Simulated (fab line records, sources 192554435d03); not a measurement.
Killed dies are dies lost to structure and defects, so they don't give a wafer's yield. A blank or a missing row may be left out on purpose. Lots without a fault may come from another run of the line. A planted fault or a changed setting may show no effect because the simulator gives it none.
Chamber matching | flow n5_finfet | N5_SPACER0_ALD_00 on ald_sin-02: 4 sister chambers
The step deposits SiOCN, target thk 3.5 nm, pulse time 3 s, purge time 2 s. 7 wafers are shown with their chamber, then 8 later ones without.

WAFERS WITH THEIR CHAMBER
wafer  | chamber | heater_power_w (W) | chamber_pressure_Torr (Torr)
L076.5 | 0       | 716                | 1.995
L078.6 | 0       | 731                | 1.998
L082.6 | 2       | 877                | 2.000
L083.2 | 3       | 869                | 2.001
L083.4 | 1       | 858                | 2.006
L083.6 | 3       | 881                | 2.001
L086.2 | 2       | 861                | 1.996

WAFERS WITHOUT THEIR CHAMBER
wafer  | heater_power_w (W) | chamber_pressure_Torr (Torr)
L086.3 | 723                | 2.003
L086.5 | 857                | 2.000
L089.1 | 856                | 2.000
L089.5 | 724                | 1.995
L089.6 | 900                | 2.001
L096.1 | 872                | 1.999
L096.4 | 872                | 1.994
L096.5 | 894                | 1.995

WHICH CHAMBER EACH WENT THROUGH
wafer  | from the rows above          | in truth
L086.3 | 0                            | 0
L086.5 | can't be placed: 2 or 3 or 1 | 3
L089.1 | can't be placed: 2 or 3 or 1 | 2
L089.5 | 0                            | 0
L089.6 | can't be placed: 3 or 2      | 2
L096.1 | can't be placed: 2 or 3      | 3
L096.4 | can't be placed: 2 or 3      | 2
L096.5 | can't be placed: 2 or 3      | 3
Placed correctly: 2 of 8. Can't be placed from these rows: 6 (the true chamber is among the candidates in 6). Placed wrongly: 0.
How it was worked out, from the rows above alone: a wafer's distance from a chamber is the root of the sum, over the readings, of the square of ((its reading less the chamber's mean) divided by the reading's scatter). The wafer belongs to the nearest chamber; if the next one is less than 2 further off, it can't be placed. A chamber's mean is the mean of its shown wafers. The scatter: the root of (the sum of the squares of (reading less its chamber's mean) over the shown wafers, divided by (wafers less chambers)).
